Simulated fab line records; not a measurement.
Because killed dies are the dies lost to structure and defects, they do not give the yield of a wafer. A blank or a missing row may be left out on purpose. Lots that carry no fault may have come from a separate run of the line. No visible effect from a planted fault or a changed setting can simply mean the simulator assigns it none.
Which of the tools did it?    flow nandHarc    12 lots with 36 wafers sampled at 5 steps, on a route of 1302 steps

## WHAT THE GAUGES READ, wafer by wafer
NHARC_A_CHANNEL_FILL_D2_THK_MEAS_06: measures by ellipsometry.
lot   measured      on            thkNm (nm)
L075  day 15 11:28  filmMetro-01  4.5 7.8 4.7
L077  day 16 04:34  filmMetro-02  5.0 5.0 3.6
L080  day 17 08:07  filmMetro-02  4.1 6.1 4.9
L081  day 17 21:17  filmMetro-02  5.8 6.1 5.8
L084  day 19 03:41  filmMetro-02  6.1 5.8 7.0
L085  day 19 16:35  filmMetro-01  5.8 4.0 4.8
L087  day 20 12:35  filmMetro-02  5.1 6.6 5.8
L088  day 20 18:53  filmMetro-01  4.9 4.7 6.3
L090  day 22 02:08  filmMetro-02  4.1 3.7 4.4
L093  day 22 16:52  filmMetro-01  4.8 5.0 4.6
L096  day 23 16:46  filmMetro-01  4.9 5.9 5.0
L097  day 24 16:55  filmMetro-01  5.1 4.2 4.2

## WHAT TOOL EACH LOT RAN ON (gives the tool, then ch and the chambers of the sampled wafers, and finally the start)
lot   NHARC_A_CHANNEL_HOLE_D2_ETCH_24  NHARC_A_CHANNEL_HOLE_D2_ETCH_26  NHARC_A_CHANNEL_FILL_D2_ALD_03                NHARC_A_CHANNEL_FILL_D2_ALD_15
L075  harEtch-01 ch 0,1, day 13 20:04  harEtch-01 ch 0,1, day 13 21:31  aldSinBatch-03 ch 0, day 15 11:28 or earlier  aldSinBatch-01 ch 0, day 15 11:28 or earlier
L077  harEtch-02 ch 0,1, day 14 12:17  harEtch-02 ch 0,1, day 14 13:56  aldSinBatch-03 ch 0, day 16 04:34 or earlier  aldSinBatch-01 ch 0, day 16 04:34 or earlier
L080  harEtch-01 ch 0,1, day 15 14:13  harEtch-01 ch 0,1, day 15 15:46  aldSinBatch-03 ch 0, day 17 08:07 or earlier  aldSinBatch-01 ch 0, day 17 08:07 or earlier
L081  harEtch-02 ch 0,1, day 16 03:58  harEtch-02 ch 0,1, day 16 05:37  aldSinBatch-01 ch 0, day 17 21:17 or earlier  aldSinBatch-03 ch 0, day 17 21:17 or earlier
L084  harEtch-01 ch 0,1, day 17 11:04  harEtch-01 ch 0,1, day 17 12:43  aldSinBatch-01 ch 0, day 19 03:41 or earlier  aldSinBatch-02 ch 0, day 19 03:41 or earlier
L085  harEtch-02 ch 0,1, day 18 01:01  harEtch-02 ch 0,1, day 18 02:40  aldSinBatch-02 ch 0, day 19 16:35 or earlier  aldSinBatch-02 ch 0, day 19 16:35 or earlier
L087  harEtch-02 ch 0,1, day 18 20:46  harEtch-02 ch 0,1, day 18 22:26  aldSinBatch-03 ch 0, day 20 12:35 or earlier  aldSinBatch-02 ch 0, day 20 12:35 or earlier
L088  harEtch-02 ch 0,1, day 19 02:57  harEtch-02 ch 0,1, day 19 04:31  aldSinBatch-01 ch 0, day 20 18:53 or earlier  aldSinBatch-02 ch 0, day 20 18:53 or earlier
L090  harEtch-01 ch 0,1, day 20 05:32  harEtch-01 ch 0,1, day 20 07:11  aldSinBatch-01 ch 0, day 20 19:43 or earlier  aldSinBatch-02 ch 0, day 20 19:43
L093  harEtch-01 ch 0,1, day 21 01:40  harEtch-01 ch 0,1, day 21 03:08  aldSinBatch-01 ch 0, day 22 16:52 or earlier  aldSinBatch-03 ch 0, day 22 16:52 or earlier
L096  harEtch-01 ch 0,1, day 22 00:44  harEtch-01 ch 0,1, day 22 02:22  aldSinBatch-03 ch 0, day 22 14:38 or earlier  aldSinBatch-03 ch 0, day 22 14:38
L097  harEtch-02 ch 0,1, day 23 02:02  harEtch-02 ch 0,1, day 23 03:41  aldSinBatch-01 ch 0, day 24 16:55 or earlier  aldSinBatch-01 ch 0, day 24 16:55 or earlier
- NHARC_A_CHANNEL_HOLE_D2_ETCH_24: etches the open film in C4F8/O2/Ar, time 906.2 s, target depth 1500 nm.
- NHARC_A_CHANNEL_HOLE_D2_ETCH_26: etches the open film in C4F8/O2/Ar, time 224.1 s, target depth 300 nm.
- NHARC_A_CHANNEL_FILL_D2_ALD_03: deposits SiNx, target thk 6 nm, pulse time 60 s, ald cycles 58.
- NHARC_A_CHANNEL_FILL_D2_ALD_15: deposits SiNx, target thk 2 nm, pulse time 60 s, ald cycles 19.

## THE ANSWER, worked out from the rows above alone
Rule: what is usual is taken from the lots themselves. The widest of any qualifying gaps counts: lots, ordered by their means at a reading, are off when they make up no more than a third of the lots, leave a main group of 4 or more, and stand apart from it by 3 or more times the standard deviation of that group's means. If all means in a main group match to the digits the tables above print for the reading, that group is not used. Also off: a lot with no number at a reading for which 4 or more lots have one. All remaining lots with rows at the step are treated as sound.
Across all readings shown, no lot is off: no conclusion can be drawn from this.

## WHAT THE SIMULATOR HAD PUT IN
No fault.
